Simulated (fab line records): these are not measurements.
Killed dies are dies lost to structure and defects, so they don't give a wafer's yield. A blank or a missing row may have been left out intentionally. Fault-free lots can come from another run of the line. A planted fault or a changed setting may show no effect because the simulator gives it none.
Which tool was responsible?	flow nand-harc	12 lots (36 wafers sampled), 1 step of a 1159-step route

== WHAT THE GAUGES READ, wafer by wafer ==
NHARC_P_CONTACT_INSPECT_27.
lot	measured	on	raw-defect-count
L075	day 6 10:51	defect-inspect-02	265 293 335
L076	day 6 13:57	defect-inspect-02	355 230 148
L079	day 6 21:20	defect-inspect-01	354 302 452
L081	day 7 18:41	defect-inspect-02	155 143 193
L083	day 7 22:50	defect-inspect-01	346 316 308
L084	day 8 06:04	defect-inspect-01	291 284 181
L086	day 9 15:18	defect-inspect-01	296 426 240
L089	day 9 21:05	defect-inspect-01	271 153 146
L091	day 10 05:10	defect-inspect-01	195 223 437
L093	day 10 11:14	defect-inspect-02	130 406 267
L095	day 11 02:51	defect-inspect-02	316 199 287
L097	day 11 07:41	defect-inspect-02	150 165 332

== WHAT TOOL EACH LOT RAN ON (gives the tool, then ch and the chambers of the sampled wafers, and finally the start) ==
The record holds no process step before these readings.

== THE ANSWER, worked out from the rows above alone ==
Rule: the usual values come from the lots themselves. The widest of any qualifying gaps counts: lots, ordered by their means at a reading, are off when they make up no more than a third of the lots, leave a main group of 4 or more, and stand apart from it by 3 or more times the standard deviation of that group's means. The tables above print the reading to a certain number of digits; a main group whose means all agree to those digits is not used. A lot without any number at a reading at which 4 lots or more have one is off too. All remaining lots with rows at the step are treated as sound.
No lot is off on any of the readings shown, so nothing can be concluded from this.

== WHAT HAD BEEN PUT IN BY THE SIMULATOR ==
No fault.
